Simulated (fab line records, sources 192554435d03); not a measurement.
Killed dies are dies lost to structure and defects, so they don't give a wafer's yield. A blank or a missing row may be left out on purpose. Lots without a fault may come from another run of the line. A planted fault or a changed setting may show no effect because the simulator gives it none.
Which tool did it? | flow n5_finfet | 9 lots, 27 wafers sampled, at 6 steps of a route of 1938

WHAT THE GAUGES READ, wafer by wafer
N5_PMOS_HMC_CHANNEL_EPI_OVL_MEAS_10.
lot  | measured    | on         | PMOS_HMC_BLK_OVL (nm)
L914 | day 1 17:07 | overlay-02 | 2.1 0.4 1.4
L917 | day 2 11:26 | overlay-01 | 0.6 0.8 0.3
L920 | day 3 05:10 | overlay-02 | 0.4 0.9 0.8
L921 | day 3 11:04 | overlay-02 | 1.0 -0.6 0.7
L923 | day 3 23:32 | overlay-01 | 0.7 -0.4 1.3
L930 | day 5 17:20 | overlay-01 | 0.2 0.8 0.2
L931 | day 5 23:32 | overlay-02 | 0.4 -0.8 -1.0
L934 | day 6 17:11 | overlay-02 | 0.5 0.4 0.3
L936 | day 7 05:37 | overlay-02 | 0.5 0.1 0.5

N5_BEOL_M4_RC_MEAS_101.
lot  | measured     | on        | DIBL_N (mV/V)  | DIBL_P (mV/V)  | IOFF_N (nA/um)    | IOFF_P (nA/um) | ION_N (uA/um) | ION_P (uA/um) | SS_N (mV/dec)  | SS_P (mV/dec)  | VT_N (mV)         | VT_P (mV)
L914 | day 7 20:49  | prober-02 | 35.6 36.6 35.5 | 35.4 36.4 35.4 | 0.143 0.167 0.149 | 0.19 0.20 0.19 | 663 665 674   | 459 450 461   | 71.8 72.1 71.7 | 73.3 73.2 72.7 | 252.3 249.5 251.7 | -255 -253 -255
L917 | day 8 18:02  | prober-01 | 36.1 37.7 35.5 | 37.5 39.1 36.7 | 0.159 0.190 0.152 | 0.23 0.27 0.22 | 674 678 677   | 469 469 471   | 71.1 71.6 71.4 | 73.0 73.6 73.6 | 248.9 249.7 253.0 | -247 -248 -252
L920 | day 9 05:38  | prober-01 | 35.7 37.9 37.6 | 35.3 38.6 37.6 | 0.135 0.182 0.172 | 0.19 0.24 0.22 | 663 680 689   | 459 464 470   | 71.3 71.5 71.0 | 73.8 74.6 74.1 | 253.6 247.2 249.3 | -253 -248 -251
L921 | day 9 18:59  | prober-01 | 36.0 37.8 37.8 | 35.8 37.9 37.7 | 0.153 0.184 0.179 | 0.19 0.22 0.21 | 673 667 684   | 455 450 457   | 72.0 72.8 72.0 | 73.9 73.8 73.6 | 249.3 247.4 245.8 | -253 -251 -253
L923 | day 10 00:04 | prober-02 | 33.7 35.0 35.0 | 34.2 37.2 36.4 | 0.114 0.146 0.137 | 0.14 0.18 0.17 | 642 671 670   | 441 453 453   | 71.0 71.8 71.4 | 72.4 72.6 73.4 | 256.7 250.6 253.7 | -258 -256 -256
L930 | day 12 08:54 | prober-02 | 38.2 35.8 35.6 | 39.0 36.5 35.4 | 0.202 0.160 0.148 | 0.26 0.21 0.19 | 680 660 676   | 470 454 460   | 71.1 71.4 71.3 | 73.4 72.9 73.3 | 245.6 248.4 250.4 | -246 -249 -252
L931 | day 12 12:41 | prober-02 | 36.8 36.8 37.8 | 38.5 38.7 40.1 | 0.174 0.182 0.198 | 0.21 0.24 0.25 | 686 684 688   | 462 470 467   | 71.9 71.7 72.4 | 73.5 73.6 73.6 | 247.8 248.8 244.6 | -251 -248 -246
L934 | day 12 18:17 | prober-02 | 37.8 35.1 34.4 | 39.6 36.1 35.9 | 0.191 0.142 0.128 | 0.22 0.17 0.17 | 679 671 656   | 457 448 454   | 71.9 71.0 70.8 | 74.2 73.7 73.8 | 247.5 251.1 255.7 | -252 -258 -254
L936 | day 13 21:52 | prober-02 | 37.4 35.0 37.4 | 36.8 33.4 36.2 | 0.154 0.117 0.156 | 0.21 0.16 0.20 | 669 668 664   | 464 456 455   | 71.8 71.4 71.9 | 73.0 72.8 73.4 | 251.2 254.7 252.8 | -249 -253 -249

WHICH TOOL RAN EACH LOT (tool, then ch and the chambers of the sampled wafers, then the start)
lot  | N5_ZERO_LAYER_COAT_05            | N5_ZERO_LAYER_STRIP_24              | N5_WELL_APT_EPI_41             | N5_PMOS_HMC_CHANNEL_EPI_STRIP_33
L914 | litho_track-05 ch 0, day 1 12:22 | plasma_asher-01 ch 0,1, day 1 13:01 | epi_rpcvd-04 ch 0, day 1 16:07 | rie_diel-02 ch 0,2, day 1 17:18
L917 | litho_track-04 ch 0, day 2 06:24 | plasma_asher-02 ch 0,1, day 2 07:04 | epi_rpcvd-02 ch 0, day 2 10:26 | rie_diel-06 ch 0,1,3, day 2 11:38
L920 | litho_track-03 ch 0, day 3 00:23 | plasma_asher-02 ch 0,1, day 3 00:55 | epi_rpcvd-04 ch 0, day 3 04:10 | rie_diel-06 ch 0,1,3, day 3 05:22
L921 | litho_track-04 ch 0, day 3 06:23 | plasma_asher-01 ch 0,1, day 3 07:11 | epi_rpcvd-04 ch 0, day 3 10:17 | rie_diel-02 ch 0,2,3, day 3 11:32
L923 | litho_track-03 ch 0, day 3 18:22 | plasma_asher-01 ch 0,1, day 3 18:58 | epi_rpcvd-03 ch 0, day 3 22:22 | rie_diel-06 ch 2,3, day 3 23:44
L930 | litho_track-03 ch 0, day 5 12:22 | plasma_asher-02 ch 0,1, day 5 13:01 | epi_rpcvd-04 ch 0, day 5 16:10 | rie_diel-06 ch 0,1,2, day 5 17:42
L931 | litho_track-04 ch 0, day 5 18:22 | plasma_asher-02 ch 1, day 5 19:01   | epi_rpcvd-04 ch 0, day 5 22:31 | rie_diel-02 ch 0,2,3, day 5 23:45
L934 | litho_track-03 ch 0, day 6 12:22 | plasma_asher-01 ch 0,1, day 6 13:02 | epi_rpcvd-04 ch 0, day 6 16:11 | rie_diel-02 ch 0,1,3, day 6 17:23
L936 | litho_track-05 ch 0, day 7 00:22 | plasma_asher-02 ch 0, day 7 01:16   | epi_rpcvd-04 ch 0, day 7 04:17 | rie_diel-06 ch 1,2, day 7 05:53
- N5_ZERO_LAYER_COAT_05: resist thk 1000 nm.
- N5_ZERO_LAYER_STRIP_24: strips in O2.
- N5_WELL_APT_EPI_41: deposits Si from SiH4/H2, target thk 50 nm, time 297.7 s.
- N5_PMOS_HMC_CHANNEL_EPI_STRIP_33: strips in N2/H2.

WHAT THE TOOLS THEMSELVES READ (means of the sampled wafers that have a number; where no wafer has one, the mark that the record gives instead)
N5_ZERO_LAYER_COAT_05.
lot  | tool           | spin_speed_rpm (rpm)
L914 | litho_track-05 | 1499.8
L917 | litho_track-04 | 1499.1
L920 | litho_track-03 | 1500.0
L921 | litho_track-04 | 1500.6
L923 | litho_track-03 | 1500.3
L930 | litho_track-03 | 1563.4
L931 | litho_track-04 | 1498.8
L934 | litho_track-03 | 1563.8
L936 | litho_track-05 | 1499.6

N5_ZERO_LAYER_STRIP_24.
lot  | tool            | drypump_motor_current_A (A) | heater_power_w (W) | oes_product_au (a.u.) | strip_time_to_endpoint_s (s)
L914 | plasma_asher-01 | 5.64                        | 371                | 0.647                 | 43.92
L917 | plasma_asher-02 | 5.48                        | 338                | 0.644                 | 43.94
L920 | plasma_asher-02 | 5.61                        | 339                | 0.651                 | 43.74
L921 | plasma_asher-01 | 5.61                        | 364                | 0.649                 | 43.94
L923 | plasma_asher-01 | 5.54                        | 336                | 0.647                 | 43.67
L930 | plasma_asher-02 | 5.51                        | 334                | 0.648                 | 43.24
L931 | plasma_asher-02 | 5.74                        | 337                | 0.648                 | 43.83
L934 | plasma_asher-01 | 5.66                        | 364                | 0.646                 | 43.25
L936 | plasma_asher-02 | 5.39                        | 340                | 0.645                 | 44.06

N5_WELL_APT_EPI_41.
lot  | tool         | susceptor_temp_C (C) | susceptor_temp_C_max | throttle_valve_pct (%)
L914 | epi_rpcvd-04 | 650.2                | 651.7                | 11.5
L917 | epi_rpcvd-02 | 649.8                | 651.3                | 11.6
L920 | epi_rpcvd-04 | 649.9                | 651.4                | 11.5
L921 | epi_rpcvd-04 | 649.9                | 651.4                | 11.7
L923 | epi_rpcvd-03 | 650.1                | 651.0                | 10.8
L930 | epi_rpcvd-04 | 650.1                | 651.5                | 11.6
L931 | epi_rpcvd-04 | 650.1                | 651.8                | 11.8
L934 | epi_rpcvd-04 | 650.2                | 651.6                | 11.7
L936 | epi_rpcvd-04 | 650.1                | 651.7                | 11.8

N5_PMOS_HMC_CHANNEL_EPI_STRIP_33.
lot  | tool        | drypump_motor_current_A (A) | oes_product_au (a.u.) | rf_vpp_V (V) | showerhead_plenum_p_Torr (Torr) | throttle_valve_pct (%)
L914 | rie_diel-02 | 5.2                         | 0.85                  | 54.9         | 3.35                            | 18.83
L917 | rie_diel-06 | 5.4                         | 0.76                  | 54.0         | 3.28                            | 19.15
L920 | rie_diel-06 | 5.4                         | 0.75                  | 55.2         | 3.28                            | 19.15
L921 | rie_diel-02 | 5.4                         | 0.84                  | 53.7         | 3.40                            | 18.80
L923 | rie_diel-06 | 5.2                         | 0.75                  | 54.5         | 3.23                            | 18.92
L930 | rie_diel-06 | 5.2                         | 0.76                  | 53.1         | 3.28                            | 19.05
L931 | rie_diel-02 | 5.4                         | 0.82                  | 54.6         | 3.39                            | 18.85
L934 | rie_diel-02 | 5.8                         | 0.82                  | 55.0         | 3.39                            | 18.81
L936 | rie_diel-06 | 5.0                         | 0.76                  | 53.7         | 3.23                            | 18.78

THE ANSWER, worked out from the rows above alone
Rule: what is usual is taken from the lots themselves. Put in order of their means at a reading, lots are off if they are a third of the lots or fewer, leave a main group of 4 or more, and stand apart from it by a gap of 3 or more times the standard deviation of the main group's means; of several such gaps the widest counts. A main group whose means are all the same, to the digits that the tables above print for the reading, isn't used. A lot without any number at a reading at which 4 lots or more have one is off too. The other lots that the step has rows for count as sound. The gauges are gone through in route order, then the tools' own readings, and for those a lot's mean is taken as printed above. The first step at which some lot is off is used, and at that step the reading that is off furthest; a lot without a number counts as furthest.
Off: L930, L934, at N5_ZERO_LAYER_COAT_05 (spin_speed_rpm). The main group: mean 1499.7 rpm, standard deviation 0.59.
A tool fits if, at that step or a process step before it, it ran every lot that is off, and no sound lot after the first of them. One fits: litho_track-03 at N5_ZERO_LAYER_COAT_05. Its last sound lot is L923 (day 3 18:22), its first lot that is off L930 (day 5 12:22): a fault that began between those two fits.
The tool's own readings at N5_ZERO_LAYER_COAT_05 bear it out: on the lots that are off they differ by more than 5 times the standard deviation of the sound lots' means. spin_speed_rpm reads 1563.6 rpm there against 1499.7 rpm on the sound lots.

WHAT THE SIMULATOR HAD PUT IN
Process parameter drift: litho_track-03, from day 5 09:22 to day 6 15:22, at N5_ZERO_LAYER_COAT_05. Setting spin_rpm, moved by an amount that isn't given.
Lots struck among those shown: L930, L934. The rule above found the same.
